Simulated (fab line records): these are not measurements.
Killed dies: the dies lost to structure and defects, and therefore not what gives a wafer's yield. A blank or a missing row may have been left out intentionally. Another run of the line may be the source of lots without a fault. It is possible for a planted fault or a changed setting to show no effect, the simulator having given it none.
A lot that was struck, set against a sound lot | flow n5-finfet | 42 out of 1938 route steps
Sound: these wafers, L381.2, L381.6. Struck: wafers L365.3, L365.5, L365.6. The cause comes at the end.
At each step with rows: each side's tool, then ch and its chambers, then its first start. Under that, the readings that differ: sound wafers | struck wafers | difference of the means | sigmas: that difference in standard deviations of wafers without a fault.
alike: readings whose means differ by less than 2 such deviations, and words and numbers that are the same on both sides. not compared: withheld readings, readings that some wafer has no value for, bounds like >300 that may hide the same value, and numbers for which the record gives no deviation and whose values overlap.
A row with sigmas, a row that says differs or no value, or rows on one side alone: a step with any of these is where the two part. Non-overlapping numbers with no deviation appear without sigmas and do not part them. A reading that every wafer of one side lacks parts them only if that side has two wafers or more.

first, 9 steps without rows for these wafers: N5_BEOL_M4_ANNEAL_95 (time 240 s); N5_BEOL_M4_SPUTTER_96 (material Cu, target thk 4.5 nm, time 8.29 s); N5_BEOL_M4_ECD_50 (material Cu, target thk 300 nm); N5_BEOL_M4_ANNEAL_51 (time 90 s); N5_BEOL_M4_CMP_52 (polishes, stops on SiOC, t overpolish 6.8 s, target thk 40 nm); N5_BEOL_M4_PRE_CLEAN_60 (time 15 s); N5_BEOL_M4_CO_CAP_55 (material Co, precursor CCTBA/H2, target thk 2 nm, time 102.1 s); N5_BEOL_M4_PRE_CLEAN_56 (time 15 s); N5_BEOL_M4_DEP_57 (deposits SiCN from 3MS/NH3, target thk 8 nm, time 14 s).
N5_BEOL_M4_RC_MEAS_101:
  sound on prober-01 ch 0, day 15 13:37; struck on prober-02 ch 0, day 11 07:48
  reading       | sound     | struck         | difference | sigmas
  SS_P (mV/dec) | 73.3 71.8 | 74.5 74.5 74.1 | +1.8       | +2
  alike: DIBL_N, DIBL_P, IOFF_N, IOFF_P, ION_N, ION_P, SS_N, VT_N, VT_P
then, 24 steps without rows for these wafers: N5_BEOL_M5_ILD_DEP_00 (deposits SiCOH lowk from DEMS/porogen, target thk 140.64 nm, time 25.9 s); N5_BEOL_M5_CURE_79 (cures SiCOH lowk, time 240 s); N5_BEOL_M5_PECVD_70 (deposits SiO2 from TEOS/O2, target thk 16 nm, time 18 s); N5_BEOL_M5_HM_DEP_02 (deposits TiN, target thk 20 nm); N5_BEOL_M5_COAT_59 (time 60 s, resist thk 60 nm); N5_BEOL_M5_COAT_60 (time 60 s, resist thk 12 nm); N5_BEOL_M5_COAT_71 (time 60 s, resist thk 5 nm); N5_BEOL_M5_COAT_05 (resist thk 30 nm); N5_BEOL_M5_EBR_07; N5_BEOL_M5_SOFTBAKE_06 (time 60 s); N5_BEOL_M5_EXPOSE_08 (exposes mask M5, target cd 28 nm); N5_BEOL_M5_PEB_09 (peb time 60 s); N5_BEOL_M5_DEVELOP_10 (develop time 30 s); N5_BEOL_M5_DESCUM_16 (chemistry O2, time 7 s); N5_BEOL_M5_ETCH_72 (etches underlayer in N2/H2, target depth 6.5 nm, time 5.2 s); N5_BEOL_M5_ETCH_61 (etches SiARC in CF4, target depth 15.6 nm, time 26 s); N5_BEOL_M5_ETCH_62 (etches SOC in N2/H2, target depth 75 nm, overetch 15 nm, time 112.5 s); N5_BEOL_M5_STRIP_63 (strips in N2/H2); N5_BEOL_M5_STRIP_73 (strips in N2/H2); N5_BEOL_M5_STRIP_64 (strips in CF4); N5_BEOL_M5_HM_OPEN_17 (chemistry Cl2/BCl3, target TiN, target depth 20 nm, overetch 6 nm); N5_BEOL_M5_STRIP_19 (strips in O2); N5_BEOL_M5_COAT_65 (time 60 s, resist thk 60 nm); N5_BEOL_M5_COAT_66 (time 60 s, resist thk 12 nm).
-- the record jumps here: 3 days lie between the struck wafers' starts before and after (it left off in module BEOL_M5 and takes up again in module BEOL_M13, whose first step shown is number 1659 of the route) --
N5_BEOL_M13_ILD_DEP_00: deposits SiOC from DEMS/O2, target thk 837.92 nm, time 166.4 s.
  sound on pecvd-03 ch 1,2, day 18 15:35; struck on pecvd-04 ch 0,1, day 14 09:07
  alike: heater-power-w, showerhead-plenum-p-Torr, throttle-valve-pct
N5_BEOL_M13_THK_MEAS_01:
  sound: film-metro-01 at day 18 15:44; struck: film-metro-02 at day 14 09:16
  reading          | sound   | struck         | difference | sigmas
  M13_ILD_THK (nm) | 849 861 | 1684 1737 1700 | +852       | +77
N5_BEOL_M13_VIA_ETCH_16: etches SiOC in C4F8/O2/Ar, target depth 921.7 nm.
  sound on rie-diel-05 ch 2, day 18 16:13; struck on rie-diel-06 ch 1,2, day 14 09:45
  reading                                       | sound       | struck         | difference | sigmas
  model.etch.depth-nm (nm)                      | 849.3 860.9 | 1682 1737 1701 | +852       |
  model.SiOC_of_BEOL_M13_ILD_DEP_00.thk-nm (nm) | 849.2 861   | 1371 1370 1368 | +515       |
  model.BARC_of_BEOL_M13_COAT_58.thk-nm (nm)    | 89 89.2     | 0 0 0          | -89        |
  alike: drypump-motor-current-A, oes-product-au, rf-vpp-V, showerhead-plenum-p-Torr, throttle-valve-pct
N5_BEOL_M13_STRIP_63: strips in N2/H2.
  sound on plasma-asher-01 ch 0,1, day 18 16:27; struck on plasma-asher-02 ch 0,1, day 14 10:00
  reading                      | sound       | struck            | difference | sigmas
  oes-product-au (a.u.)        | 0.677 0.667 | 0.225 0.230 0.234 | -0.442     | -80
  strip-time-to-endpoint-s (s) | 27.4 26.1   | 0.0 0.0 0.0       | -26.8      | -24
  alike: drypump-motor-current-A, heater-power-w, n2-flow-sccm
  not compared: rf-hours-counter-h
N5_BEOL_M13_STRIP_64: strips in N2/H2.
  sound on plasma-asher-01 ch 0,1, day 18 16:31; struck on plasma-asher-02 ch 0,1, day 14 10:04
  reading                      | sound       | struck            | difference | sigmas
  n2-flow-sccm (sccm)          | 1742 1741   | 1763 1764 1751    | +18        | +3
  oes-product-au (a.u.)        | 0.713 0.709 | 0.238 0.235 0.240 | -0.473     | -99
  strip-time-to-endpoint-s (s) | 31.34 31.34 | 0.04 0.04 0.04    | -31.30     | -99 or more
  alike: drypump-motor-current-A, heater-power-w
  not compared: rf-hours-counter-h
N5_BEOL_M13_CD_MEAS_17: the cd target is 190 nm.
  sound: cd-sem-03 at day 18 16:40; struck: cd-sem-03 at day 14 10:11
  reading    | sound       | struck            | difference | sigmas
  cd-nm (nm) | 194.6 192.9 | 279.2 292.8 283.9 | +91.6      | +46
N5_BEOL_M13_CMP_49: polishes, stops on SiOC, t overpolish 17.1 s, target thk 420 nm.
  sound on cmp-04 ch 2,3, day 18 19:24; struck on cmp-03 ch 0,1, day 14 14:30
  reading                                       | sound       | struck         | difference | sigmas
  model.SiOC_of_BEOL_M13_ILD_DEP_00.thk-nm (nm) | 791.6 802.2 | 1314 1311 1310 | +515       |
  alike: barrier-field-endpoint-s, clearing-platen-rpm, motor-current-A, overpolish-run-s
N5_PASSIVATION_PROBE_49:
  sound: prober-01 at day 20 05:35; struck: prober-01 at day 15 19:01
  reading                  | sound     | struck         | difference | sigmas
  defect-limited-yield (%) | 90.0 90.8 | 0.7 0.5 0.4    | -89.9      | -64
  killed_at_M0_to_M3       | 43 53     | 4 10 2         | -43        | -5
  killed_at_M4_up          | 14 12     | 1158 1155 1169 | +1148      | +99 or more
  killed-at-front-end      | 41 37     | 4 5 3          | -35        | -4
  killed-dies              | 118 109   | 1172 1174 1175 | +1060      | +62
  killed-on-rim            | 23 14     | 149 150 152    | +132       | +33
  killed-open              | 81 70     | 14 20 6        | -62        | -5
  killed-short             | 37 33     | 5 5 3          | -31        | -4
  sort_bin_5_function (%)  | 6.3 5.8   | 75.2 74.6 74.2 | +68.6      | +69
  sort-n-pass              | 1062 1071 | 8 6 5          | -1060      | -20
  alike: killed-at-contacts, killed-at-other, sort_bin_6_memory, sort_bin_8_speed

WHERE THEY PART
At N5_BEOL_M4_RC_MEAS_101 first; at N5_PASSIVATION_PROBE_49 last (within this record only).

WHY: the cause the simulator had injected
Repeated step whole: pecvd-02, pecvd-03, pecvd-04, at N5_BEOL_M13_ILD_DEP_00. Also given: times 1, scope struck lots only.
